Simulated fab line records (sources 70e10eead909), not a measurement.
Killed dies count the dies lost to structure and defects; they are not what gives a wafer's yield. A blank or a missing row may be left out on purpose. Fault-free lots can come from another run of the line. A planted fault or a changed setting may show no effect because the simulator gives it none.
The tool behind it: which one? || flow nand harc || Sampling: 10 lots, 30 wafers, 5 of 1159 route steps

WHAT THE GAUGES READ, wafer by wafer
NHARC_P_M0_THK_MEAS_24: measures by xrf.
{"lot": "L300", "measured": "day 6 03:26", "on": "film metro-01", "thk nm (nm)": "117.9 119.5 118.8"}
{"lot": "L301", "measured": "day 6 19:05", "on": "film metro-01", "thk nm (nm)": "119.6 117.5 118.4"}
{"lot": "L310", "measured": "day 8 13:25", "on": "film metro-01", "thk nm (nm)": "29.1 31.4 30.1"}
{"lot": "L311", "measured": "day 9 05:16", "on": "film metro-01", "thk nm (nm)": "30.4 29.2 27.0"}
{"lot": "L314", "measured": "day 9 17:47", "on": "film metro-01", "thk nm (nm)": "117.0 115.7 115.1"}
{"lot": "L316", "measured": "day 10 04:22", "on": "film metro-01", "thk nm (nm)": "117.2 117.4 116.7"}
{"lot": "L319", "measured": "day 11 02:36", "on": "film metro-01", "thk nm (nm)": "118.4 118.6 119.8"}
{"lot": "L318", "measured": "day 11 03:02", "on": "film metro-01", "thk nm (nm)": "116.8 116.3 119.4"}
{"lot": "L321", "measured": "day 11 06:44", "on": "film metro-01", "thk nm (nm)": "115.9 118.5 116.4"}
{"lot": "L322", "measured": "day 11 20:10", "on": "film metro-01", "thk nm (nm)": "119.7 117.0 117.5"}

TOOL THAT RAN EACH LOT (tool first, then ch and the chambers of the sampled wafers, then the start)
{"lot": "L300", "NHARC_P_CONTACT_DESCUM_17": "rie diel-02 ch 1,3, day 5 16:43", "NHARC_P_M0_ETCH_34": "rie diel-12 ch 1,3, day 6 01:11", "NHARC_P_M0_ECD_22": "ecd cu-01 ch 0,1, day 6 02:25", "NHARC_P_M0_CMP_23": "cmp-04 ch 2,3, day 6 03:08"}
{"lot": "L301", "NHARC_P_CONTACT_DESCUM_17": "rie diel-10 ch 0,1,2, day 6 12:38", "NHARC_P_M0_ETCH_34": "rie diel-01 ch 0,2,3, day 6 16:51", "NHARC_P_M0_ECD_22": "ecd cu-02 ch 0, day 6 18:06", "NHARC_P_M0_CMP_23": "cmp-02 ch 1,2,3, day 6 18:50"}
{"lot": "L310", "NHARC_P_CONTACT_DESCUM_17": "rie diel-02 ch 0,1, day 8 07:03", "NHARC_P_M0_ETCH_34": "rie diel-12 ch 0,2,3, day 8 11:12", "NHARC_P_M0_ECD_22": "ecd cu-01 ch 0,1, day 8 12:26", "NHARC_P_M0_CMP_23": "cmp-04 ch 1,2,3, day 8 13:11"}
{"lot": "L311", "NHARC_P_CONTACT_DESCUM_17": "rie diel-02 ch 0,2,3, day 8 18:34", "NHARC_P_M0_ETCH_34": "rie diel-01 ch 0,1,2, day 9 03:03", "NHARC_P_M0_ECD_22": "ecd cu-02 ch 0,1, day 9 04:14", "NHARC_P_M0_CMP_23": "cmp-01 ch 1,2,3, day 9 04:57"}
{"lot": "L314", "NHARC_P_CONTACT_DESCUM_17": "rie diel-04 ch 0,1,3, day 9 04:55", "NHARC_P_M0_ETCH_34": "rie diel-09 ch 0,1,2, day 9 15:30", "NHARC_P_M0_ECD_22": "ecd cu-02 ch 0, day 9 16:45", "NHARC_P_M0_CMP_23": "cmp-02 ch 0,1,3, day 9 17:28"}
{"lot": "L316", "NHARC_P_CONTACT_DESCUM_17": "rie diel-10 ch 0,1,3, day 9 20:34", "NHARC_P_M0_ETCH_34": "rie diel-12 ch 0,1,2, day 10 02:08", "NHARC_P_M0_ECD_22": "ecd cu-02 ch 0,1, day 10 03:19", "NHARC_P_M0_CMP_23": "cmp-01 ch 0,3, day 10 04:04"}
{"lot": "L319", "NHARC_P_CONTACT_DESCUM_17": "rie diel-02 ch 0,2, day 10 14:58", "NHARC_P_M0_ETCH_34": "rie diel-09 ch 0,1, day 11 00:22", "NHARC_P_M0_ECD_22": "ecd cu-02 ch 0, day 11 01:34", "NHARC_P_M0_CMP_23": "cmp-04 ch 2,3, day 11 02:17"}
{"lot": "L318", "NHARC_P_CONTACT_DESCUM_17": "rie diel-10 ch 1,2,3, day 10 15:29", "NHARC_P_M0_ETCH_34": "rie diel-12 ch 0,1,3, day 11 00:46", "NHARC_P_M0_ECD_22": "ecd cu-01 ch 0, day 11 02:02", "NHARC_P_M0_CMP_23": "cmp-02 ch 0,2,3, day 11 02:45"}
{"lot": "L321", "NHARC_P_CONTACT_DESCUM_17": "rie diel-02 ch 2,3, day 11 00:06", "NHARC_P_M0_ETCH_34": "rie diel-09 ch 0,1,3, day 11 04:29", "NHARC_P_M0_ECD_22": "ecd cu-02 ch 0,1, day 11 05:40", "NHARC_P_M0_CMP_23": "cmp-02 ch 0,1,3, day 11 06:30"}
{"lot": "L322", "NHARC_P_CONTACT_DESCUM_17": "rie diel-10 ch 0,1,3, day 11 12:02", "NHARC_P_M0_ETCH_34": "rie diel-01 ch 0,1, day 11 17:50", "NHARC_P_M0_ECD_22": "ecd cu-02 ch 0,1, day 11 19:04", "NHARC_P_M0_CMP_23": "cmp-04 ch 0,1,3, day 11 19:55"}
- NHARC_P_CONTACT_DESCUM_17: chemistry O2, time 3 s.
- NHARC_P_M0_ETCH_34: etches the open film in N2/H2, target depth 40 nm, overetch 12 nm, time 43.94 s.
- NHARC_P_M0_ECD_22: material Cu, target thk 400 nm.
- NHARC_P_M0_CMP_23: polishes, t overpolish 20 s, target thk 117.53 nm.

THE ANSWER, worked out from the rows above alone
Rule: the usual values come from the lots themselves. The widest of any qualifying gaps counts: lots, ordered by their means at a reading, are off when they make up no more than a third of the lots, leave a main group of 4 or more, and stand apart from it by 3 or more times the standard deviation of that group's means. Not used: any main group whose means are identical at the precision the tables above print for the reading. Also off: a lot with no number at a reading for which 4 or more lots have one. All remaining lots with rows at the step are treated as sound.
Off, at NHARC_P_M0_THK_MEAS_24 on thk nm: L310, L311. Mean 117.7 nm and standard deviation 0.97 in the main group.
A tool fits if, at a process step before that reading, it ran every lot that is off, and no sound lot after the first of them. Gauges at NHARC_P_M0_THK_MEAS_24: tried the same way as those tools. None of those tried fits.

WHAT THE SIMULATOR HAD INSERTED
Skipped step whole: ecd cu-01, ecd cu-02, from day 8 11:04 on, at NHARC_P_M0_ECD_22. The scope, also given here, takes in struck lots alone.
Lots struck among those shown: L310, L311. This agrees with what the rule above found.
